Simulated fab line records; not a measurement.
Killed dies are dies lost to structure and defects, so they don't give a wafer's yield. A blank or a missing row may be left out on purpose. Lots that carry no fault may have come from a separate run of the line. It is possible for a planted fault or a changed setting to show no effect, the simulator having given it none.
What tool caused it? | flow n5Finfet | Sampling: 15 lots, 45 wafers, 4 of 1938 route steps

WHAT EACH GAUGE READ, for each wafer
The record lacks any reading of a measuring or inspecting step that a usual standard deviation could be used to judge.

WHAT TOOL EACH LOT RAN ON (gives the tool, then ch and the chambers of the sampled wafers, and finally the start)
lot  | N5_BEOL_M4_ETCH_64                | N5_BEOL_M4_PEB_26                | N5_BEOL_M4_ETCH_77                | N5_BEOL_M4_ALD_98
L852 | rieDiel-02 ch 1,2,3, day 8 05:52  | lithoTrack-05 ch 0, day 8 06:36  | rieDiel-04 ch 0,1,3, day 8 06:56  | aldSin-03 ch 1,3, day 8 07:02
L851 | rieDiel-04 ch 0,1,3, day 8 10:20  | lithoTrack-01 ch 0, day 8 10:56  | rieDiel-02 ch 2,3, day 8 11:10    | aldSin-03 ch 0,2,3, day 8 11:32
L853 | rieDiel-04 ch 0,2, day 8 19:31    | lithoTrack-01 ch 0, day 8 20:08  | rieDiel-04 ch 1,3, day 8 20:21    | aldSin-01 ch 1,2, day 8 20:32
L855 | rieDiel-05 ch 0,3, day 8 21:37    | lithoTrack-01 ch 0, day 8 22:21  | rieDiel-04 ch 0,2,3, day 8 22:35  | aldSin-03 ch 0,2,3, day 8 22:58
L854 | rieDiel-05 ch 0,2, day 8 23:01    | lithoTrack-01 ch 0, day 8 23:43  | rieDiel-02 ch 1,3, day 8 23:56    | aldSin-04 ch 0,1,2, day 9 00:02
L856 | rieDiel-02 ch 0,2,3, day 8 23:20  | lithoTrack-02 ch 0, day 8 23:56  | rieDiel-02 ch 1,2,3, day 9 00:10  | aldSin-01 ch 1,2,3, day 9 00:16
L857 | rieDiel-04 ch 1,2, day 9 11:58    | lithoTrack-02 ch 0, day 9 12:42  | rieDiel-05 ch 1,2,3, day 9 12:55  | aldSin-01 ch 1,2,3, day 9 13:10
L860 | rieDiel-02 ch 0,1, day 10 09:03   | lithoTrack-05, day 10 09:50      | rieDiel-05 ch 0,1,2, day 10 10:52 | aldSin-03 ch 1,2,3, day 10 11:16
L861 | rieDiel-02 ch 0,1,2, day 10 18:44 | lithoTrack-02, day 10 19:21      | rieDiel-02 ch 0,2,3, day 10 19:53 | aldSin-04 ch 0,2,3, day 10 20:17
L859 | rieDiel-02 ch 1,2,3, day 10 20:02 | lithoTrack-01, day 10 20:52      | rieDiel-02 ch 1,2, day 10 22:25   | aldSin-04 ch 1,2, day 10 22:31
L862 | rieDiel-02 ch 0,2, day 10 22:37   | lithoTrack-02 ch 0, day 10 23:22 | rieDiel-02 ch 1,2, day 11 00:05   | aldSin-01 ch 0,2,3, day 11 00:11
L864 | rieDiel-04 ch 0,1,3, day 11 06:56 | lithoTrack-02 ch 0, day 11 07:33 | rieDiel-04 ch 0,3, day 11 07:46   | aldSin-03 ch 0,2,3, day 11 07:52
L868 | rieDiel-05 ch 0,1,3, day 12 14:39 | lithoTrack-01 ch 0, day 12 15:16 | rieDiel-02 ch 1,2,3, day 12 15:29 | aldSin-01 ch 0,2,3, day 12 16:03
L869 | rieDiel-04 ch 2,3, day 12 17:33   | lithoTrack-01 ch 0, day 12 18:10 | rieDiel-04 ch 0,1,3, day 12 18:23 | aldSin-03 ch 1,2, day 12 18:31
L872 | rieDiel-04 ch 0,2,3, day 13 16:04 | lithoTrack-05 ch 0, day 13 16:37 | rieDiel-04 ch 0,2,3, day 13 16:52 | aldSin-01 ch 0,1,2, day 13 17:04
- N5_BEOL_M4_ETCH_64: etches SOC in N2/H2, target depth 75 nm, overetch 22.5 nm, time 121.9 s.
- N5_BEOL_M4_PEB_26: peb time 60 s.
- N5_BEOL_M4_ETCH_77: etches underlayer in N2/H2, target depth 6.5 nm, time 5.2 s.
- N5_BEOL_M4_ALD_98: deposits SiO2, target thk 2.5 nm, pulse time 1 s, co reactant pulse time 1 s.

WHAT THE TOOLS THEMSELVES READ (means of the sampled wafers that have a number; where no wafer has one, the mark that the record gives instead)
N5_BEOL_M4_ETCH_64. Usual: for drypumpMotorCurrentA, 5.5 A with a standard deviation of 0.38; for h2FlowSccm, 200.0 sccm with a standard deviation of 0.59; for oesProductAu, 0.58 a.u. with a standard deviation of 0.058; for rfVppV, 523.5 V with a standard deviation of 2.6; for showerheadPlenumPTorr, 2.53 Torr with a standard deviation of 0.095; for tempC, 40.01 C with a standard deviation of 0.12; for throttleValvePct, 17.81 % with a standard deviation of 0.24.
lot  | tool       | drypumpMotorCurrentA (A) | h2FlowSccm (sccm) | oesProductAu (a.u.) | rfVppV (V) | showerheadPlenumPTorr (Torr) | tempC (C) | throttleValvePct (%) | flag
L852 | rieDiel-02 | 5.4                      | 199.5             | 0.63                | 526.1      | 2.60                         | 40.15     | 17.66                | 
L851 | rieDiel-04 | 5.6                      | 199.7             | 0.54                | 522.4      | 2.48                         | 40.05     | 17.92                | 
L853 | rieDiel-04 | 5.5                      | 199.6             | 0.57                | 521.4      | 2.44                         | 39.96     | 17.86                | 
L855 | rieDiel-05 | 5.2                      | 200.4             | 0.62                | 525.2      | 2.62                         | 40.10     | 17.51                | 
L854 | rieDiel-05 | 5.3                      | 199.6             | 0.58                | 525.4      | 2.59                         | 39.86     | 17.56                | 
L856 | rieDiel-02 | 5.7                      | 200.0             | 0.59                | 524.0      | 2.55                         | 40.02     | 17.90                | 
L857 | rieDiel-04 | 5.1                      | 200.5             | 0.57                | 525.0      | 2.56                         | 40.07     | 17.83                | 
L860 | rieDiel-02 | 5.2                      | 200.4             | 0.61                | 523.0      | 2.53                         | 40.12     | 17.69                | 
L861 | rieDiel-02 | 5.5                      | 200.2             | 0.56                | 523.4      | 2.55                         | 39.93     | 17.88                | 
L859 | rieDiel-02 | 5.4                      | 200.0             | 0.60                | 525.0      | 2.59                         | 40.03     | 17.70                | 
L862 | rieDiel-02 | 5.8                      | 200.2             | 0.53                | 523.9      | 2.56                         | 40.03     | 18.07                | 
L864 | rieDiel-04 | 5.6                      | 200.0             | 0.53                | 522.3      | 2.47                         | 40.02     | 17.96                | 
L868 | rieDiel-05 | 5.4                      | 200.2             | 0.59                | 523.5      | 2.56                         | 40.02     | 17.74                | 
L869 | rieDiel-04 | 5.3                      | 199.7             | 0.56                | 521.2      | 2.43                         | 40.13     | 17.80                | 
L872 | rieDiel-04 | 5.4                      | 200.1             | 0.56                | 521.0      | 2.42                         | 39.92     | 17.87                | 

N5_BEOL_M4_PEB_26. Usual: chillPlateTempC 23.02 C, standard deviation 0.11; exhaustPa 45.0 Pa, standard deviation 0.81.
lot  | tool          | chillPlateTempC (C) | exhaustPa (Pa) | flag
L852 | lithoTrack-05 | 22.95               | 44.9           | 
L851 | lithoTrack-01 | 22.90               | 44.5           | 
L853 | lithoTrack-01 | 23.00               | 45.3           | 
L855 | lithoTrack-01 | 23.15               | 45.1           | 
L854 | lithoTrack-01 | 22.95               | 45.8           | 
L856 | lithoTrack-02 | 23.11               | 44.9           | 
L857 | lithoTrack-02 | 23.20               | 44.9           | 
L860 | lithoTrack-05 | -                   | -              | OFF
L861 | lithoTrack-02 | -                   | -              | OFF
L859 | lithoTrack-01 | -                   | -              | OFF
L862 | lithoTrack-02 | 22.87               | 45.1           | 
L864 | lithoTrack-02 | 23.08               | 45.0           | 
L868 | lithoTrack-01 | 22.99               | 44.3           | 
L869 | lithoTrack-01 | 23.04               | 45.8           | 
L872 | lithoTrack-05 | 23.05               | 46.1           | 

N5_BEOL_M4_ETCH_77. Usual: for drypumpMotorCurrentA, 5.5 A with a standard deviation of 0.39; for etchRfOnTimeS, 5.28 s with a standard deviation of 0.087; for h2FlowSccm, 200.1 sccm with a standard deviation of 0.63; for oesProductAu, 0.65 a.u. with a standard deviation of 0.065; for rfVppV, 523 V with a standard deviation of 3.1; for showerheadPlenumPTorr, 2.53 Torr with a standard deviation of 0.097; for throttleValvePct, 17.84 % with a standard deviation of 0.23.
lot  | tool       | drypumpMotorCurrentA (A) | etchRfOnTimeS (s) | h2FlowSccm (sccm) | oesProductAu (a.u.) | rfVppV (V) | showerheadPlenumPTorr (Torr) | throttleValvePct (%) | flag
L852 | rieDiel-04 | 5.6                      | 5.25              | 199.8             | 0.59                | 523        | 2.48                         | 17.96                | 
L851 | rieDiel-02 | 5.7                      | 5.15              | 200.1             | 0.66                | 527        | 2.62                         | 17.90                | 
L853 | rieDiel-04 | 5.5                      | 5.35              | 200.4             | 0.59                | 521        | 2.48                         | 17.92                | 
L855 | rieDiel-04 | 5.5                      | 5.24              | 200.7             | 0.64                | 522        | 2.44                         | 17.83                | 
L854 | rieDiel-02 | 5.1                      | 5.23              | 200.5             | 0.74                | 525        | 2.58                         | 17.53                | 
L856 | rieDiel-02 | 5.4                      | 5.19              | 199.3             | 0.70                | 526        | 2.60                         | 17.73                | 
L857 | rieDiel-05 | 5.7                      | 5.34              | 200.0             | 0.66                | 524        | 2.59                         | 17.89                | 
L860 | rieDiel-05 | 5.5                      | 5.26              | 200.0             | 0.63                | 524        | 2.54                         | 17.83                | 
L861 | rieDiel-02 | 5.7                      | 5.26              | 200.3             | 0.63                | 522        | 2.54                         | 17.95                | 
L859 | rieDiel-02 | 5.6                      | 5.18              | 199.6             | 0.64                | 526        | 2.61                         | 17.89                | 
L862 | rieDiel-02 | 5.6                      | 5.19              | 199.6             | 0.63                | 526        | 2.61                         | 17.89                | 
L864 | rieDiel-04 | 5.7                      | 5.34              | 200.2             | 0.59                | 519        | 2.41                         | 17.95                | 
L868 | rieDiel-02 | 5.4                      | 5.25              | 199.9             | 0.66                | 526        | 2.59                         | 17.77                | 
L869 | rieDiel-04 | 5.6                      | 5.32              | 199.9             | 0.58                | 522        | 2.47                         | 18.01                | 
L872 | rieDiel-04 | 5.4                      | 5.39              | 199.3             | 0.60                | 520        | 2.42                         | 17.91                | 

N5_BEOL_M4_ALD_98. Usual: heaterPowerW 80 W, standard deviation 8; precursorPulseHeightRel 0.997, standard deviation 0.021.
lot  | tool      | heaterPowerW (W) | precursorPulseHeightRel | flag
L852 | aldSin-03 | 84               | 0.980                   | 
L851 | aldSin-03 | 83               | 0.995                   | 
L853 | aldSin-01 | 85               | 1.004                   | 
L855 | aldSin-03 | 83               | 1.015                   | 
L854 | aldSin-04 | 73               | 0.985                   | 
L856 | aldSin-01 | 86               | 0.975                   | 
L857 | aldSin-01 | 86               | 0.997                   | 
L860 | aldSin-03 | 83               | 0.988                   | 
L861 | aldSin-04 | 72               | 1.011                   | 
L859 | aldSin-04 | 70               | 0.993                   | 
L862 | aldSin-01 | 83               | 1.033                   | 
L864 | aldSin-03 | 84               | 0.993                   | 
L868 | aldSin-01 | 82               | 0.979                   | 
L869 | aldSin-03 | 80               | 0.981                   | 
L872 | aldSin-01 | 83               | 1.007                   | 

THE ANSWER, worked out from the rows above alone
Rule: a lot counts as off when the mean over its wafers that have a number is more than 3 standard deviations away from the usual mean. A lot without any number at a reading at which 4 lots or more have one is off too. Where the step has rows for the other lots, those lots are counted as sound. Order of review: gauges by route order, followed by the tools' own readings, for which a lot's mean as printed above is used. The first step at which some lot is off is used, and at that step the reading that is off furthest; a lot without a number counts as furthest.
Off, at N5_BEOL_M4_PEB_26 on chillPlateTempC: L860, L861, L859. Without a number there: L860, L861, L859.
If a tool, at that step or one of the process steps before it, ran each lot that is off and ran no sound lot following the first of them, it fits. Not one of the candidates tried fits.

WHAT WAS PUT IN BY THE SIMULATOR
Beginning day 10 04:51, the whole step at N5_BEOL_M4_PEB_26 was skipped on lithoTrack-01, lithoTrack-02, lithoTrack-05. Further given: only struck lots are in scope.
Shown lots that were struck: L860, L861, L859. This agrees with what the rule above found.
